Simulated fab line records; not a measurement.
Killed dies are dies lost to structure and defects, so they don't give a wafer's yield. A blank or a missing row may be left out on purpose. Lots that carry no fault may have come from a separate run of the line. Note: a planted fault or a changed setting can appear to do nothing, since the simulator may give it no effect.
fab line records | flow nand_harc
record lots=12 | wafers=36 | last_day=30
route steps=1302 shown A_BONDPAD@1216 END@1302
lots that met no fault: taken from a fault-free run of the same line
start_h: hours from the record's opening day to when the first of the lot's shown wafers began | wait_h: time in hours since the lot's previous step | " same as the row above | L1.1+2: several wafers, shown together as one row | - no value, or no start was given | * or withheld: withheld | < > ~ a bound
route shown NAME@n: names a module that has steps shown in the file, with the first one's number in the route | usual: mean/standard deviation of fault-free wafers | same: alike in all rows | chamber/n: place in a boat | sites: the reading at each site | _std_site: their standard deviation | _edge_site: the outer-site mean with the inner-site mean subtracted | radius_mm: for every site, how far away it sits from the centre of the wafer | mask NAME#n: copy n | behind: tool/chamber where the wafer was last shaped | hold: why the lot went on hold/how many hours it stayed there/how the hold came to an end | device: the transistor (n, p or np) that didn't switch | end of line: tests of these same wafers at the route's end | for a step that has no rows: nothing shown but its recipe | killed: at the first sort, the dies lost to defects and structure; wafer yield is something else | map: per-die view of a wafer (x killed, . not killed, _ where there is no die)
set.NAME: the setting the step ran with; set.NAME@STEP: the setting that earlier step ran with | model.NAME: the simulator's own value behind a step, which no gauge read
one table for each step of the route and one row for each wafer, over a sample of lots
services: a tool's chamber out of use, with start hour (start_h, from the record's first day; less than 0 if before it), hours out, and reason
## steps
# step NHARC_A_BONDPAD_OVL_MEAS_35
# usual overlay_x_nm=-1/5.1 | overlay_y_nm=0/5.3
lot.wafer | tool       | chamber | start_h | wait_h | overlay_x_nm | overlay_y_nm
L630.1    | overlay-01 | -       | 520.89  | -      | -4           | 4
L630.3    | "          | -       | "       | "      | -4           | 4
L630.4    | "          | -       | "       | "      | -4           | 4
L632.2    | overlay-02 | -       | 556.42  | -      | 10           | 8
L632.4    | "          | -       | "       | "      | 9            | 8
L632.5    | "          | -       | "       | "      | 9            | 8
L634.4    | overlay-02 | -       | 569.81  | -      | -5           | 1
L634.5    | "          | -       | "       | "      | -5           | 1
L634.6    | "          | -       | "       | "      | -6           | 1
L635.1    | overlay-02 | -       | 587.97  | -      | -1           | -1
L635.4    | "          | -       | "       | "      | -1           | 0
L635.6    | "          | -       | "       | "      | -1           | -1
L636.1    | overlay-02 | -       | 599.09  | -      | -1           | 2
L636.4    | "          | -       | "       | "      | -1           | 2
L636.5    | "          | -       | "       | "      | -1           | 2
L639.3    | overlay-01 | -       | 605.63  | -      | 7            | 0
L639.5    | "          | -       | "       | "      | 8            | 0
L639.6    | "          | -       | "       | "      | 8            | 0
L640.3    | overlay-02 | -       | 624.60  | -      | -9           | -5
L640.4    | "          | -       | "       | "      | -9           | -5
L640.6    | "          | -       | "       | "      | -9           | -5
L641.1    | overlay-02 | -       | 628.05  | -      | -3           | 6
L641.5    | "          | -       | "       | "      | -3           | 6
L641.6    | "          | -       | "       | "      | -3           | 6
L642.1    | overlay-01 | -       | 656.31  | -      | 1            | -8
L642.4    | "          | -       | "       | "      | 1            | -8
L642.5    | "          | -       | "       | "      | 2            | -9
L643.2    | overlay-01 | -       | 662.52  | -      | 2            | 2
L643.3    | "          | -       | "       | "      | 2            | 2
L643.5    | "          | -       | "       | "      | 2            | 1
L645.1    | overlay-02 | -       | 681.09  | -      | 0            | 0
L645.2    | "          | -       | "       | "      | 0            | 0
L645.6    | "          | -       | "       | "      | 0            | 0
L646.2    | overlay-02 | -       | 688.35  | -      | 2            | 7
L646.4    | "          | -       | "       | "      | 3            | 7
L646.5    | "          | -       | "       | "      | 3            | 7
# step NHARC_A_BONDPAD_ETCH_34
# recipe target_depth_a=600 | overetch_a=180 | time_s=65.91 | ion_energy_ev=200 | n2_flow_sccm=150 | h2_flow_sccm=150 | ar_flow_sccm=0 | rf_w=400 | bias_w=150 | chemistry=N2/H2
# usual drypump_motor_current_A=5.6/0.4 | oes_product_au=1.000/0.01 | rf_fwd_power_W=396.6/1.2 | rf_vpp_V=432/3.1 | showerhead_plenum_p_Torr=2.09/0.11 | throttle_valve_pct=14.172/0.009
lot.wafer | tool        | chamber | start_h | wait_h | drypump_motor_current_A | oes_product_au | rf_fwd_power_W | rf_hours_counter_h | rf_vpp_V | showerhead_plenum_p_Torr | throttle_valve_pct
L630.1    | rie_diel-04 | 2       | 521.10  | 0.1    | 5.8                     | 0.986          | 397.8          | 4                  | 434      | 2.14                     | 14.168
L630.4    | "           | 3       | "       | "      | 5.4                     | 0.999          | 393.9          | 4                  | 435      | 2.19                     | 14.173
L630.3    | "           | 1       | "       | "      | 5.3                     | 0.985          | 395.1          | 4                  | 432      | 2.08                     | 14.181
L632.2    | rie_diel-04 | 3       | 556.63  | 0.1    | 5.4                     | 1.003          | 396.2          | 1                  | 435      | 2.19                     | 14.181
L632.4    | "           | 1       | "       | "      | 5.3                     | 0.990          | 395.9          | 0                  | 432      | 2.08                     | 14.176
L632.5    | "           | 0       | "       | "      | 6.2                     | 1.011          | 394.6          | -                  | 435      | 2.20                     | 14.178
L634.4    | rie_diel-02 | 3       | 570.04  | 0.1    | 5.2                     | 0.983          | 395.3          | 53                 | 429      | 1.98                     | 14.157
L634.5    | "           | 0       | "       | "      | 5.1                     | 1.009          | 397.2          | -                  | 431      | 2.04                     | 14.172
L634.6    | "           | 1       | "       | "      | 6.3                     | 1.000          | 399.0          | -                  | 432      | 2.07                     | 14.165
L635.1    | rie_diel-04 | 2       | 588.19  | 0.1    | 5.8                     | 0.999          | 395.5          | 1                  | 433      | 2.14                     | 14.170
L635.4    | "           | 3       | "       | "      | 5.4                     | 1.006          | 396.1          | 1                  | 434      | 2.19                     | 14.171
L635.6    | "           | 0       | "       | "      | 6.1                     | 0.990          | 397.7          | -                  | 435      | 2.20                     | 14.171
L636.1    | rie_diel-09 | 2       | 599.31  | 0.1    | 5.1                     | 0.991          | 397.7          | 12                 | 425      | 1.88                     | 14.166
L636.4    | "           | 3       | "       | "      | 6.0                     | 0.992          | 396.1          | 17                 | 434      | 2.16                     | 14.164
L636.5    | "           | 1       | "       | "      | 5.4                     | 1.028          | 396.6          | -                  | 433      | 2.07                     | 14.181
L639.3    | rie_diel-04 | 1       | 605.85  | 0.1    | 5.3                     | 0.992          | 397.1          | 2                  | 430      | 2.08                     | 14.181
L639.5    | "           | 2       | "       | "      | 5.8                     | 1.000          | 397.7          | -                  | 431      | 2.13                     | 14.172
L639.6    | "           | 3       | "       | "      | 5.4                     | 0.993          | 394.3          | -                  | 435      | 2.19                     | 14.178
L640.3    | rie_diel-09 | 1       | 624.81  | 0.1    | 5.4                     | 1.027          | 397.3          | 20                 | 431      | 2.07                     | 14.155
L640.4    | "           | 2       | "       | "      | 5.1                     | 0.992          | 396.8          | 14                 | 426      | 1.88                     | 14.173
L640.6    | "           | 1       | "       | "      | 5.4                     | 1.003          | 396.7          | -                  | 432      | 2.07                     | 14.182
L641.1    | rie_diel-04 | 0       | 628.28  | 0.1    | 6.2                     | 0.998          | 396.7          | 4                  | 434      | 2.20                     | 14.155
L641.5    | "           | 2       | "       | "      | 5.8                     | 1.001          | 397.5          | -                  | 432      | 2.13                     | 14.175
L641.6    | "           | 3       | "       | "      | 5.4                     | 0.989          | 395.2          | -                  | 435      | 2.19                     | 14.170
L642.1    | rie_diel-04 | 2       | 656.53  | 0.1    | 5.8                     | 0.996          | 396.0          | 3                  | 433      | 2.13                     | 14.166
L642.4    | "           | 3       | "       | "      | 5.4                     | 0.993          | 396.2          | 3                  | 434      | 2.19                     | 14.146
L642.5    | "           | 2       | "       | "      | 5.8                     | 0.995          | 396.7          | -                  | 432      | 2.13                     | 14.177
L643.3    | rie_diel-04 | 2       | 662.73  | 0.1    | 5.8                     | 0.995          | 397.6          | 4                  | 434      | 2.13                     | 14.182
L643.2    | "           | 1       | "       | "      | 5.2                     | 0.989          | 398.2          | 3                  | 432      | 2.08                     | 14.177
L643.5    | "           | 3       | "       | "      | 5.4                     | 0.998          | 395.5          | -                  | 435      | 2.19                     | 14.178
L645.2    | rie_diel-02 | 3       | 681.32  | 0.1    | 5.2                     | 1.007          | 396.8          | 37                 | 429      | 1.97                     | 14.165
L645.1    | "           | 0       | "       | "      | 5.1                     | 1.030          | 397.0          | 37                 | 431      | 2.03                     | 14.191
L645.6    | "           | 2       | "       | "      | 6.3                     | 1.018          | 397.5          | -                  | 430      | 1.98                     | 14.165
L646.2    | rie_diel-04 | 2       | 688.59  | 0.1    | 5.8                     | 1.004          | 397.3          | 4                  | 433      | 2.13                     | 14.173
L646.5    | "           | 0       | "       | "      | 6.2                     | 1.002          | 399.4          | -                  | 435      | 2.20                     | 14.181
L646.4    | "           | 3       | "       | "      | 5.4                     | 1.008          | 395.5          | -                  | 435      | 2.19                     | 14.170
# step NHARC_A_BONDPAD_ETCH_12
# recipe target_depth_a=2200 | time_s=110 | chf3_flow_sccm=50 | o2_flow_sccm=10 | ar_flow_sccm=200 | rf_w=500 | bias_w=200 | chemistry=CHF3/O2
# usual drypump_motor_current_A=5.6/0.4 | o2_flow_sccm=10.00/0.032 | oes_product_au=0.947/0.021 | rf_fwd_power_W=496.8/1.6 | rf_vpp_V=371.8/2.6 | showerhead_plenum_p_Torr=2.45/0.12 | throttle_valve_pct=20.573/0.0092
lot.wafer | tool        | chamber | start_h | wait_h | drypump_motor_current_A | o2_flow_sccm | oes_product_au | rf_fwd_power_W | rf_hours_counter_h | rf_vpp_V | showerhead_plenum_p_Torr | throttle_valve_pct
L630.1    | rie_diel-04 | 2       | 521.19  | -      | 5.8                     | 9.95         | 0.965          | 496.5          | 4                  | 373.1    | 2.51                     | 20.577
L630.3    | "           | 3       | "       | "      | 5.4                     | 9.94         | 0.953          | 495.5          | 4                  | 373.8    | 2.57                     | 20.566
L630.4    | "           | 0       | "       | "      | 6.1                     | 10.01        | 0.967          | 495.2          | 4                  | 375.1    | 2.58                     | 20.575
L632.4    | rie_diel-04 | 2       | 556.73  | -      | 5.8                     | 9.95         | 0.972          | 499.3          | 1                  | 373.6    | 2.51                     | 20.588
L632.2    | "           | 3       | "       | "      | 5.4                     | 10.06        | 0.980          | 497.5          | 1                  | 374.7    | 2.57                     | 20.583
L632.5    | "           | 2       | "       | "      | 5.8                     | 9.94         | 0.964          | 497.7          | -                  | 373.7    | 2.51                     | 20.585
L634.4    | rie_diel-02 | 1       | 570.14  | -      | 6.3                     | 10.02        | 0.908          | 494.8          | 58                 | 371.6    | 2.43                     | 20.569
L634.5    | "           | 2       | "       | "      | 6.3                     | 10.03        | 0.919          | 495.9          | -                  | 368.4    | 2.35                     | 20.579
L634.6    | "           | 3       | "       | "      | 5.2                     | 9.98         | 0.914          | 499.1          | -                  | 370.1    | 2.34                     | 20.577
L635.1    | rie_diel-04 | 1       | 588.28  | -      | 5.3                     | 9.97         | 0.977          | 498.3          | 1                  | 370.1    | 2.44                     | 20.584
L635.4    | "           | 2       | "       | "      | 5.8                     | 10.00        | 0.962          | 497.2          | 1                  | 372.9    | 2.51                     | 20.565
L635.6    | "           | 1       | "       | "      | 5.3                     | 9.97         | 0.975          | 495.2          | -                  | 372.4    | 2.44                     | 20.587
L636.4    | rie_diel-09 | 1       | 599.39  | -      | 5.4                     | 10.04        | 0.949          | 496.4          | 18                 | 372.1    | 2.43                     | 20.556
L636.1    | "           | 2       | "       | "      | 5.1                     | 10.00        | 0.924          | 495.4          | 12                 | 367.4    | 2.23                     | 20.569
L636.5    | "           | 2       | "       | "      | 5.1                     | 10.01        | 0.924          | 499.3          | -                  | 366.7    | 2.23                     | 20.563
L639.3    | rie_diel-04 | 2       | 605.93  | -      | 5.8                     | 9.99         | 0.964          | 497.4          | 2                  | 372.4    | 2.51                     | 20.562
L639.6    | "           | 2       | "       | "      | 5.8                     | 9.99         | 0.955          | 498.5          | -                  | 373.2    | 2.51                     | 20.562
L639.5    | "           | 3       | "       | "      | 5.4                     | 10.05        | 0.956          | 494.0          | -                  | 374.3    | 2.57                     | 20.559
L640.3    | rie_diel-09 | 0       | 624.91  | -      | 5.3                     | 10.00        | 0.969          | 496.2          | 20                 | 366.1    | 2.23                     | 20.559
L640.4    | "           | 2       | "       | "      | 5.1                     | 9.94         | 0.953          | 499.2          | 14                 | 366.3    | 2.23                     | 20.548
L640.6    | "           | 0       | "       | "      | 5.3                     | 10.00        | 0.972          | 496.6          | -                  | 368.5    | 2.23                     | 20.597
L641.1    | rie_diel-04 | 3       | 628.36  | -      | 5.4                     | 9.98         | 0.989          | 496.4          | 3                  | 372.8    | 2.57                     | 20.559
L641.5    | "           | 2       | "       | "      | 5.8                     | 9.99         | 0.967          | 497.9          | -                  | 373.3    | 2.51                     | 20.580
L641.6    | "           | 3       | "       | "      | 5.4                     | 10.02        | 0.984          | 497.0          | -                  | 373.0    | 2.57                     | 20.574
L642.1    | rie_diel-04 | 1       | 656.62  | -      | 5.3                     | 9.98         | 0.962          | 496.8          | 3                  | 371.0    | 2.44                     | 20.586
L642.4    | "           | 3       | "       | "      | 5.4                     | 9.97         | 0.953          | 496.0          | 3                  | 374.7    | 2.56                     | 20.592
L642.5    | "           | 1       | "       | "      | 5.3                     | 10.02        | 0.960          | 498.8          | -                  | 372.1    | 2.44                     | 20.566
L643.3    | rie_diel-04 | 2       | 662.82  | -      | 5.8                     | 10.07        | 0.973          | 496.0          | 4                  | 373.3    | 2.51                     | 20.580
L643.2    | "           | 1       | "       | "      | 5.3                     | 9.97         | 0.967          | 496.1          | 3                  | 373.1    | 2.44                     | 20.566
L643.5    | "           | 3       | "       | "      | 5.4                     | 10.01        | 0.967          | 496.2          | -                  | 374.9    | 2.56                     | 20.573
L645.1    | rie_diel-02 | 3       | 681.42  | -      | 5.2                     | 10.04        | 0.934          | 499.9          | 37                 | 370.8    | 2.32                     | 20.570
L645.2    | "           | 0       | "       | "      | 5.1                     | 10.02        | 0.943          | 497.9          | 37                 | 370.0    | 2.39                     | 20.590
L645.6    | "           | 2       | "       | "      | 6.4                     | 10.04        | 0.932          | 497.4          | -                  | 369.5    | 2.34                     | 20.572
L646.2    | rie_diel-04 | 2       | 688.71  | -      | 5.8                     | 10.04        | 0.926          | 498.9          | 4                  | 373.1    | 2.51                     | 20.570
L646.5    | "           | 3       | "       | "      | 5.4                     | 9.99         | 0.708          | 297.8          | -                  | 374.3    | 2.56                     | 20.565
L646.4    | "           | 2       | "       | "      | 5.8                     | 9.98         | 0.928          | 498.4          | -                  | 373.0    | 2.50                     | 20.564
# step NHARC_A_BONDPAD_PVD_27
# recipe target_thk_a=300 | chamber_pressure_pa=5 | power_w=5000 | substrate_temp_c=30 | time_s=20.49 | material=Cu
# usual throttle_valve_pct=29.7/0.98
lot.wafer | tool           | chamber | start_h | wait_h | throttle_valve_pct
L630.4    | pvd_sputter-01 | -       | -       | -      | 30.9
L630.3    | "              | -       | "       | "      | 29.4
L630.1    | "              | -       | "       | "      | 29.6
L632.2    | pvd_sputter-02 | -       | -       | -      | 31.4
L632.4    | "              | -       | "       | "      | 27.9
L632.5    | "              | -       | "       | "      | 31.4
L634.4    | pvd_sputter-03 | -       | -       | -      | 29.4
L634.6    | "              | -       | "       | "      | 29.2
L634.5    | "              | -       | "       | "      | 28.9
L635.1    | pvd_sputter-02 | -       | -       | -      | 30.7
L635.4    | "              | -       | "       | "      | 31.4
L635.6    | "              | -       | "       | "      | 29.4
L636.4    | pvd_sputter-02 | -       | -       | -      | 31.0
L636.1    | "              | -       | "       | "      | 31.3
L636.5    | "              | -       | "       | "      | 29.1
L639.3    | pvd_sputter-03 | -       | -       | -      | 29.7
L639.5    | "              | -       | "       | "      | 29.0
L639.6    | "              | -       | "       | "      | 29.7
L640.3    | pvd_sputter-03 | -       | -       | -      | 29.4
L640.4    | "              | -       | "       | "      | 29.2
L640.6    | "              | -       | "       | "      | 29.8
L641.1    | pvd_sputter-03 | -       | -       | -      | 29.2
L641.6    | "              | -       | "       | "      | 29.2
L641.5    | "              | -       | "       | "      | 29.0
L642.1    | pvd_sputter-01 | -       | -       | -      | 29.6
L642.4    | "              | -       | "       | "      | 29.1
L642.5    | "              | -       | "       | "      | 31.8
L643.2    | pvd_sputter-02 | -       | -       | -      | 29.3
L643.3    | "              | -       | "       | "      | 31.6
L643.5    | "              | -       | "       | "      | 28.2
L645.1    | pvd_sputter-01 | -       | -       | -      | 32.0
L645.2    | "              | -       | "       | "      | 29.2
L645.6    | "              | -       | "       | "      | 29.3
L646.4    | pvd_sputter-02 | -       | -       | -      | 29.6
L646.2    | "              | -       | "       | "      | 28.1
L646.5    | "              | -       | "       | "      | 30.0
# step NHARC_END_SORT_01
# recipe temp_c=25
# usual defect_limited_yield=91.4/2.5 | killed_at_array=54/17 | killed_at_other=1.0/1.4 | killed_at_periphery=3.6/2.1 | killed_dies=58/17 | killed_open=3.2/2 | killed_short=2.5/1.5
# same gross_dies=677
lot.wafer | tool      | chamber | start_h | wait_h | defect_limited_yield[%] | killed_at_array | killed_at_other | killed_at_periphery | killed_dies | killed_open | killed_short
L634.4    | prober-02 | 0       | 603.12  | 3.4    | 94.1                    | 31              | 5               | 4                   | 40          | 2           | 1
L634.5    | prober-02 | 0       | 603.92  | 3.7    | 91.1                    | 51              | 4               | 5                   | 60          | 5           | 2
L634.6    | prober-02 | 0       | 604.72  | 4.0    | 94.2                    | 31              | 3               | 5                   | 39          | 2           | 2
L635.1    | prober-01 | 0       | 617.98  | 2.5    | 94.1                    | 38              | 1               | 1                   | 40          | 0           | 3
L635.4    | prober-01 | 0       | 620.38  | 3.4    | 91.7                    | 54              | 1               | 1                   | 56          | 2           | 2
L635.6    | prober-01 | 0       | 621.98  | 4.0    | 94.1                    | 39              | 0               | 1                   | 40          | 3           | 1
L636.1    | prober-01 | 0       | 629.66  | 2.5    | 90.3                    | 61              | 1               | 4                   | 66          | 3           | 3
L636.4    | prober-01 | 0       | 632.04  | 3.4    | 87.4                    | 83              | 1               | 1                   | 85          | 3           | 2
L636.5    | prober-01 | 0       | 632.84  | 3.7    | 86.4                    | 86              | 3               | 3                   | 92          | 2           | 2
L639.3    | prober-02 | 0       | 639.89  | 3.1    | 89.8                    | 61              | 2               | 6                   | 69          | 4           | 3
L639.5    | prober-02 | 0       | 641.52  | 3.8    | 91.0                    | 55              | 1               | 5                   | 61          | 0           | 0
L639.6    | prober-02 | 0       | 642.33  | 4.1    | 95.4                    | 26              | 2               | 3                   | 31          | 2           | 2
L640.3    | prober-01 | 0       | 656.15  | 3.1    | 93.4                    | 36              | 4               | 5                   | 45          | 3           | 2
L640.4    | prober-01 | 0       | 656.95  | 3.4    | 90.1                    | 58              | 7               | 2                   | 67          | 2           | 3
L640.6    | prober-01 | 0       | 658.54  | 4.0    | 91.3                    | 52              | 3               | 4                   | 59          | 3           | 1
L641.1    | prober-02 | 0       | 658.86  | 2.5    | 90.4                    | 59              | 2               | 4                   | 65          | 3           | 1
L641.5    | prober-02 | 0       | 662.06  | 3.7    | 93.1                    | 42              | 0               | 5                   | 47          | 1           | 4
L641.6    | prober-02 | 0       | 662.86  | 4.0    | 91.0                    | 57              | 0               | 4                   | 61          | 0           | 3
L646.2    | prober-01 | 0       | 723.03  | 2.8    | 93.8                    | 32              | 0               | 10                  | 42          | 3           | 2
L646.4    | prober-01 | 0       | 724.65  | 3.5    | 91.9                    | 48              | 1               | 6                   | 55          | 2           | 6
L646.5    | prober-01 | 0       | 725.47  | 3.8    | 0                       | 671             | 1               | 5                   | 677         | 2           | 6
# killed by level:class
L634.4 A_CHANNEL_HOLE_D2:chamber_film_flake=11 A_STAIRCASE:chamber_film_flake=8 THIN_TSV:chamber_film_flake=5 A_CHANNEL_HOLE_D1:chamber_film_flake=3 P_ZERO_WELL:chamber_film_flake=2 A_CHANNEL_FILL_D1:chamber_film_flake=2 A_DECK1_JOINT:chamber_film_flake=2 A_CONTACT:chamber_film_flake=2
L634.5 A_CHANNEL_HOLE_D2:chamber_film_flake=34 A_STAIRCASE:chamber_film_flake=5 THIN_TSV:chamber_film_flake=4 A_CONTACT:chamber_film_flake=3 P_CONTACT:geometric_particle:open=2 A_DECK1_JOINT:chamber_film_flake=2 A_CHANNEL_FILL_D2:chamber_film_flake=2 P_CONTACT:geometric_particle:short=1
L634.6 A_CHANNEL_HOLE_D2:chamber_film_flake=9 A_CHANNEL_FILL_D2:chamber_film_flake=5 A_STAIRCASE:chamber_film_flake=3 THIN_TSV:chamber_film_flake=3 P_ZERO_WELL:chamber_film_flake=2 P_GATE:chamber_film_flake=2 A_CHANNEL_HOLE_D1:chamber_film_flake=2 A_M0:chamber_film_flake=2
L635.1 A_SLIT:chamber_film_flake=21 A_CHANNEL_HOLE_D2:chamber_film_flake=7 A_CONTACT:chamber_film_flake=4 A_CHANNEL_HOLE_D2:geometric_particle:short=2 P_STI:geometric_particle:short=1 A_ZERO_WELL:chamber_film_flake=1 A_CHANNEL_HOLE_D1:chamber_film_flake=1 A_STAIRCASE:chamber_film_flake=1
L635.4 A_SLIT:chamber_film_flake=36 A_ZERO_WELL:chamber_film_flake=4 A_CHANNEL_HOLE_D2:chamber_film_flake=4 A_CHANNEL_HOLE_D1:chamber_film_flake=3 A_STAIRCASE:chamber_film_flake=2 A_ONON_D1:geometric_particle:short=1 A_CHANNEL_FILL_D1:geometric_particle:open=1 A_BLC:geometric_particle:open=1
L635.6 A_SLIT:chamber_film_flake=28 A_CHANNEL_HOLE_D2:chamber_film_flake=4 A_STAIRCASE:chamber_film_flake=2 P_CONTACT:geometric_particle:open=1 A_ONON_D2:geometric_particle:short=1 A_ONON_D2:geometric_particle:open=1 A_M0:geometric_particle:open=1 A_ZERO_WELL:chamber_film_flake=1
L636.1 A_SLIT:chamber_film_flake=30 A_CHANNEL_HOLE_D2:chamber_film_flake=14 A_CHANNEL_FILL_D1:chamber_film_flake=4 A_CONTACT:chamber_film_flake=4 A_CHANNEL_HOLE_D1:chamber_film_flake=3 P_M0:geometric_particle:open=2 P_M1:geometric_particle:short=2 A_ONON_D1:geometric_particle:short=1
L636.4 A_SLIT:chamber_film_flake=29 A_CHANNEL_HOLE_D2:chamber_film_flake=23 A_CHANNEL_HOLE_D1:chamber_film_flake=19 A_CHANNEL_FILL_D1:chamber_film_flake=3 A_DECK1_JOINT:chamber_film_flake=2 P_CONTACT:geometric_particle:open=1 A_ONON_D1:geometric_particle:short=1 A_CHANNEL_HOLE_D2:geometric_particle:short=1
L636.5 A_CHANNEL_HOLE_D1:chamber_film_flake=33 A_SLIT:chamber_film_flake=30 A_CHANNEL_HOLE_D2:chamber_film_flake=14 THIN_TSV:chamber_film_flake=3 A_ZERO_WELL:chamber_film_flake=2 A_SGD_CUT:chamber_film_flake=2 P_STI:geometric_particle:short=1 P_CONTACT:geometric_particle:open=1
L639.3 A_CHANNEL_HOLE_D2:chamber_film_flake=31 A_CHANNEL_HOLE_D1:chamber_film_flake=13 A_STAIRCASE:chamber_film_flake=6 A_ONON_D1:geometric_particle:open=3 P_STI:chamber_film_flake=2 P_GATE:chamber_film_flake=2 P_M2:chamber_film_flake=2 A_DECK1_JOINT:chamber_film_flake=2
L639.5 A_CHANNEL_HOLE_D1:chamber_film_flake=29 A_CHANNEL_HOLE_D2:chamber_film_flake=20 A_STAIRCASE:chamber_film_flake=3 P_STI:chamber_film_flake=2 P_M2:chamber_film_flake=2 A_WL_FILL:chamber_film_flake=2 P_ZERO_WELL:chamber_film_flake=1 A_CONTACT:chamber_film_flake=1
L639.6 A_CHANNEL_HOLE_D1:chamber_film_flake=13 A_CHANNEL_HOLE_D2:chamber_film_flake=4 P_M2:chamber_film_flake=2 A_WL_FILL:chamber_film_flake=2 A_CONTACT:chamber_film_flake=2 THIN_TSV:chamber_film_flake=2 P_M0:geometric_particle:open=1 A_SOURCE_PLATE:geometric_particle:open=1
L640.3 A_CHANNEL_HOLE_D2:chamber_film_flake=17 A_CHANNEL_HOLE_D1:chamber_film_flake=16 THIN_TSV:chamber_film_flake=4 A_WL_FILL:chamber_film_flake=2 P_GATE:geometric_particle:open=1 P_CONTACT:geometric_particle:short=1 P_CONTACT:geometric_particle:open=1 P_M0:geometric_particle:open=1
L640.4 A_CHANNEL_HOLE_D1:chamber_film_flake=35 A_CHANNEL_HOLE_D2:chamber_film_flake=14 THIN_TSV:chamber_film_flake=7 A_STAIRCASE:chamber_film_flake=2 P_GATE:geometric_particle:short=1 A_CHANNEL_FILL_D1:geometric_particle:short=1 A_ONON_D2:geometric_particle:short=1 A_ONON_D2:geometric_particle:open=1
L640.6 A_CHANNEL_HOLE_D1:chamber_film_flake=34 A_CHANNEL_HOLE_D2:chamber_film_flake=15 THIN_TSV:chamber_film_flake=3 P_CONTACT:geometric_particle:open=2 P_M2:geometric_particle:open=1 A_DECK1_JOINT:geometric_particle:short=1 P_M2:chamber_film_flake=1 A_CHANNEL_FILL_D1:chamber_film_flake=1
L641.1 A_CHANNEL_HOLE_D1:chamber_film_flake=32 A_CHANNEL_HOLE_D2:chamber_film_flake=21 P_GATE:chamber_film_flake=3 A_DECK1_JOINT:chamber_film_flake=2 P_CONTACT:geometric_particle:open=1 A_CONTACT:geometric_particle:open=1 A_BONDPAD:geometric_particle:short=1 STARTING-WAFER:geometric_particle:open=1
L641.5 A_CHANNEL_HOLE_D1:chamber_film_flake=15 A_CHANNEL_HOLE_D2:chamber_film_flake=13 A_SLIT:chamber_film_flake=5 A_CONTACT:chamber_film_flake=4 P_GATE:chamber_film_flake=2 P_STI:geometric_particle:short=1 A_CHANNEL_FILL_D1:geometric_particle:short=1 A_CHANNEL_HOLE_D2:geometric_particle:short=1
L641.6 A_CHANNEL_HOLE_D1:chamber_film_flake=29 A_CHANNEL_HOLE_D2:chamber_film_flake=17 A_SLIT:chamber_film_flake=5 P_ZERO_WELL:chamber_film_flake=3 A_CHANNEL_FILL_D1:geometric_particle:short=2 A_ONON_D2:geometric_particle:short=1 P_GATE:chamber_film_flake=1 A_CHANNEL_FILL_D2:chamber_film_flake=1
L646.2 A_CHANNEL_HOLE_D1:chamber_film_flake=13 A_SLIT:chamber_film_flake=7 P_M1:chamber_film_flake=5 A_CONTACT:chamber_film_flake=4 P_GATE:chamber_film_flake=2 A_STAIRCASE:chamber_film_flake=2 P_M0:geometric_particle:short=1 P_M1:geometric_particle:open=1
L646.4 A_CHANNEL_HOLE_D1:chamber_film_flake=32 P_M1:chamber_film_flake=4 A_WL_FILL:geometric_particle:short=3 A_BLC:chamber_film_flake=3 P_GATE:chamber_film_flake=2 A_CONTACT:chamber_film_flake=2 A_ONON_D1:geometric_particle:short=1 A_CHANNEL_HOLE_D1:geometric_particle:short=1
L646.5 A_BONDPAD:area_etch=638 A_CHANNEL_HOLE_D1:chamber_film_flake=14 A_CONTACT:chamber_film_flake=6 A_SLIT:chamber_film_flake=4 P_M1:chamber_film_flake=3 A_WL_FILL:geometric_particle:short=2 P_M0:geometric_particle:open=1 A_SOURCE_PLATE:geometric_particle:short=1
## services
tool           | chamber | start_h | hours | kind
rie_diel-09    | -       | 497.26  | 9.0   | pm
rie_diel-04    | 0       | 510.90  | -     | clean
rie_diel-04    | 1       | 510.90  | -     | clean
rie_diel-04    | 2       | 510.90  | -     | clean
rie_diel-04    | 3       | 510.90  | -     | clean
rie_diel-02    | 3       | 511.41  | 3.6   | repair
pvd_sputter-03 | -       | 526.00  | 10.0  | pm
rie_diel-09    | 0       | 530.82  | 5.3   | repair
rie_diel-04    | -       | 531.90  | 9.0   | pm
rie_diel-04    | 0       | 531.90  | 9.0   | vent_cycle
rie_diel-04    | 1       | 531.90  | 9.0   | vent_cycle
rie_diel-04    | 1       | 549.89  | 2.9   | repair
pvd_sputter-03 | -       | 558.89  | 0.7   | repair
rie_diel-02    | -       | 570.87  | 9.0   | pm
rie_diel-09    | 2       | 572.13  | 18.2  | repair
pvd_sputter-02 | -       | 582.53  | 2.4   | repair
pvd_sputter-01 | -       | 582.87  | 10.0  | pm
pvd_sputter-03 | -       | 612.77  | 0.6   | repair
rie_diel-04    | -       | 650.52  | 1.1   | repair
pvd_sputter-03 | -       | 660.43  | 8.5   | repair
rie_diel-02    | 1       | 663.23  | 13.8  | repair
pvd_sputter-02 | -       | 666.29  | 10.0  | pm
rie_diel-09    | -       | 674.26  | 9.0   | pm
rie_diel-04    | 1       | 679.19  | 10.4  | repair
## key
first_sign step=NHARC_A_BONDPAD_ETCH_12 | reading=rf_fwd_power_W | direction=down | sigmas=99+ | usual=* | struck=*
effect step=NHARC_A_BONDPAD_ETCH_12 | reading=oes_product_au | direction=down | sigmas=11 | usual=0.947 | struck=0.708
effect step=NHARC_END_SORT_01 | reading=defect_limited_yield | direction=down | sigmas=36 | usual=91.4 | struck=0
more_kills_born_at NHARC_A_BONDPAD_ETCH_12@rie_diel-04=638
met_at NHARC_A_BONDPAD_ETCH_12
struck_lots L646
struck_wafers L646.5
later_rows_left_out L646.5
not_acting_at NHARC_A_BONDPAD_OVL_MEAS_35,NHARC_A_BONDPAD_ETCH_34,NHARC_A_BONDPAD_PVD_27
onset_between 662.82 688.71
fault kind=process_parameter_drift | tool=rie_diel-04 | chamber=3 | onset_h=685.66 | steps=NHARC_A_BONDPAD_ETCH_12 | channel=rf_w | offset=* | shape=step | end_h=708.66 | acts_in=* | stated=*
# later_rows_left_out: the simulator's readings of these wafers behind a module that went badly wrong aren't trusted and aren't shown, but for the sort
